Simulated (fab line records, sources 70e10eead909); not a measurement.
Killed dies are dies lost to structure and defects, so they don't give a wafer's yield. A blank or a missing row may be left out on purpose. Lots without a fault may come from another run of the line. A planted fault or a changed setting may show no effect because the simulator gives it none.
Chamber matching | flow nand_harc | NHARC_P_M0_STRIP_18 on rie_diel-03: 4 sister chambers
The step strips in N2/H2. 22 wafers are shown with their chamber, then 11 later ones without.

WAFERS WITH THEIR CHAMBER
wafer  | chamber | oes_product_au (a.u.) | rf_vpp_V (V) | throttle_valve_pct (%)
L074.2 | 2       | 0.995                 | 90.8         | 14.152
L074.3 | 1       | 0.990                 | 90.9         | 14.179
L074.5 | 1       | 0.990                 | 91.2         | 14.186
L076.4 | 1       | 0.998                 | 90.7         | 14.151
L076.5 | 0       | 0.983                 | 90.7         | 14.175
L076.6 | 3       | 0.999                 | 89.1         | 14.179
L078.2 | 3       | 1.012                 | 90.0         | 14.165
L078.3 | 0       | 0.990                 | 90.2         | 14.177
L078.6 | 3       | 0.994                 | 91.0         | 14.164
L083.1 | 3       | 1.008                 | 90.8         | 14.185
L083.5 | 1       | 0.978                 | 91.6         | 14.175
L083.6 | 3       | 0.991                 | 90.8         | 14.179
L085.2 | 1       | 0.983                 | 90.1         | 14.171
L085.3 | 0       | 0.999                 | 88.4         | 14.163
L085.4 | 2       | 0.991                 | 89.2         | 14.180
L084.4 | 1       | 0.976                 | 90.2         | 14.163
L084.5 | 2       | 0.970                 | 90.5         | 14.169
L084.6 | 3       | 0.992                 | 91.0         | 14.157
L086.1 | 1       | 0.988                 | 92.2         | 14.168
L086.2 | 0       | 0.989                 | 88.5         | 14.186
L086.4 | 2       | 0.975                 | 89.7         | 14.178
L089.3 | 1       | 0.997                 | 89.8         | 14.163

SIGNATURES (means of the wafers above)
reading            | chamber 0 | chamber 1 | chamber 2 | chamber 3 | scatter within a chamber
oes_product_au     | 0.99025   | 0.98750   | 0.98275   | 0.99933   | 0.00887
rf_vpp_V           | 89.450    | 90.838    | 90.050    | 90.450    | 0.857
throttle_valve_pct | 14.17525  | 14.16950  | 14.16975  | 14.17150  | 0.011
Rule: a wafer's distance from a chamber is the root of the sum, over the readings, of the square of ((its reading less the chamber's mean) divided by the reading's scatter). The wafer belongs to the nearest chamber; if the next one is less than 2 further off, it can't be placed. The scatter: the root of (the sum of the squares of (reading less its chamber's mean) over the shown wafers, divided by (wafers less chambers)).

WAFERS WITHOUT THEIR CHAMBER
wafer  | oes_product_au (a.u.) | rf_vpp_V (V) | throttle_valve_pct (%)
L089.4 | 0.993                 | 89.1         | 14.170
L089.5 | 0.995                 | 91.7         | 14.165
L093.1 | 0.994                 | 90.2         | 14.159
L093.4 | 1.002                 | 89.7         | 14.172
L093.6 | 1.011                 | 90.2         | 14.170
L094.2 | 0.993                 | 91.5         | 14.158
L094.3 | 1.018                 | 89.1         | 14.159
L094.4 | 1.001                 | 90.8         | 14.203
L095.1 | 0.986                 | 91.5         | 14.175
L095.2 | 1.002                 | 90.8         | 14.196
L095.4 | 1.010                 | 90.0         | 14.167

WHICH CHAMBER EACH WENT THROUGH
wafer  | from the rows above               | in truth
L089.4 | can't be placed: 0 or 2 or 3 or 1 | 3
L089.5 | can't be placed: 1 or 3 or 2 or 0 | 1
L093.1 | can't be placed: 3 or 1 or 2 or 0 | 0
L093.4 | can't be placed: 3 or 0 or 1 or 2 | 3
L093.6 | can't be placed: 3 or 0 or 1 or 2 | 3
L094.2 | can't be placed: 1 or 3 or 2 or 0 | 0
L094.3 | can't be placed: 3 or 0 or 1 or 2 | 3
L094.4 | can't be placed: 3 or 0 or 1 or 2 | 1
L095.1 | can't be placed: 1 or 2 or 3 or 0 | 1
L095.2 | can't be placed: 3 or 0 or 1 or 2 | 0
L095.4 | can't be placed: 3 or 0 or 1 or 2 | 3
Placed correctly: 0 of 11. Can't be placed from these rows: 11 (the true chamber is among the candidates in 11). Placed wrongly: 0.
